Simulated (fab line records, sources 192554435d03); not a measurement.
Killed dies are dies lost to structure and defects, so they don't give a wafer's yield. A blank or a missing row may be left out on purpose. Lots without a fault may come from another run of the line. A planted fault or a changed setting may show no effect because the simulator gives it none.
Problem report in the 8D (eight disciplines) form, filled by code | flow n5_finfet | the parts of the form that need people (team, actions taken, sign-off) are left out

1. THE PROBLEM
run_length_s at N5_BEOL_M1_VIA_ETCH_34 reads a mean of 71.0 s on 2 wafers of 2 lots; wafers without a fault read 87.6 s with a standard deviation of 0.39. That is -42 standard deviations from the usual mean.
The step: etches the open film in C4F6/O2, target depth 67.8 nm, time 64.4 s.
First seen on wafer L228.6, day 8 09:55, on rie_diel-01. The record holds 16 wafers of 6 lots with a number at this step. Rule for "out", or "out of limits": more than 4 standard deviations from the usual mean. The other wafers with a number count as sound.

2. WHAT IT IS AND WHAT IT IS NOT
question                    | is               | is not
which readings at this step | run_length_s     | O2_flow_sccm, drypump_motor_current_A, oes_product_au, rf_vpp_V, showerhead_plenum_p_Torr, throttle_valve_pct
which lots                  | L228, L231       | L223, L229, L239, L242
which wafers of those lots  | L228.6, L231.6   | L228.2, L231.5
read on which tools         | rie_diel-01      | rie_diel-03
when                        | from day 8 09:55 | up to then (4 sound wafers); but 10 sound wafers of L229, L231, L239, L242 came after

3. SUSPECTS, AND WHAT RULES EACH OUT
Counting: a tool at a process step up to the reading stays a suspect if it ran every lot that is out. Sound lots after the first of them don't rule it out here, since some wafers of a struck lot are sound.
- rie_diel-01 at N5_BEOL_M1_ETCHBACK_99 (etches SiO2 in CHF3, target depth 5 nm, time 10.4 s): kept. It ran every lot that is out, first L228 (day 8 09:47); its last sound lot up to then is L223 (day 6 15:48).
- rie_diel-01 at N5_BEOL_M1_ETCH_70 (etches SOC in N2/H2, target depth 80 nm, overetch 16 nm, time 120 s): kept. It ran every lot that is out, first L228 (day 8 09:49); its last sound lot up to then is L223 (day 6 15:50).
- rie_diel-01 at N5_BEOL_M1_VIA_ETCH_34 (etches the open film in C4F6/O2, target depth 67.8 nm, time 64.4 s): kept. It ran every lot that is out, first L228 (day 8 09:55); its last sound lot up to then is L223 (day 6 15:56). Its own readings are out on those wafers: run_length_s.
- Within rie_diel-01 at N5_BEOL_M1_ETCHBACK_99: the wafers that are out ran in chambers 1, 3; their sound lot-mates ran in chamber 2.
- Within rie_diel-01 at N5_BEOL_M1_ETCH_70: the wafers that are out ran in chambers 1, 3; their sound lot-mates ran in chamber 2.
- Within rie_diel-01 at N5_BEOL_M1_VIA_ETCH_34: the wafers that are out ran in chambers 1, 3; their sound lot-mates ran in chamber 2.
Left after counting: rie_diel-01 at N5_BEOL_M1_ETCHBACK_99, rie_diel-01 at N5_BEOL_M1_ETCH_70, rie_diel-01 at N5_BEOL_M1_VIA_ETCH_34.

4. THE CAUSE (what the simulator had put in)
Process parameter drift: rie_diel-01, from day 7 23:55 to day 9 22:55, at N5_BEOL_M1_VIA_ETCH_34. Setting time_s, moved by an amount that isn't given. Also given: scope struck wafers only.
Counting left 3 suspects, and this tool is among them.

5. THE CHAIN OF EFFECTS, in route order
Each row: a reading whose mean over the struck wafers that have a number lies more than 3 standard deviations from the usual. Only readings for which the record gives a usual standard deviation are gone through. hours: the time from each lot's start at the first step in this table that gives one to its start at this step, as a median over the lots. sigmas: the change in usual standard deviations.
hours | step                   | reading      | usual  | on struck wafers | change | sigmas
0     | N5_BEOL_M1_VIA_ETCH_34 | run_length_s | 87.6 s | 71.0             | -16.5  | -42
The process steps in it:
- N5_BEOL_M1_VIA_ETCH_34: etches the open film in C4F6/O2, target depth 67.8 nm, time 64.4 s.
Readings that are blank on the struck wafers while sound wafers have them: rf_fwd_power_W at N5_BEOL_M1_VIA_ETCH_34.
Later measuring or inspecting steps at which every struck wafer that the step has a row for has a number for every such reading, and none has moved that far: N5_BEOL_M4_RC_MEAS_101.

6. WHAT WOULD HAVE CAUGHT IT SOONER
In this record the first reading out of limits was taken at day 8 09:55, 10 hours after the fault began at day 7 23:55.
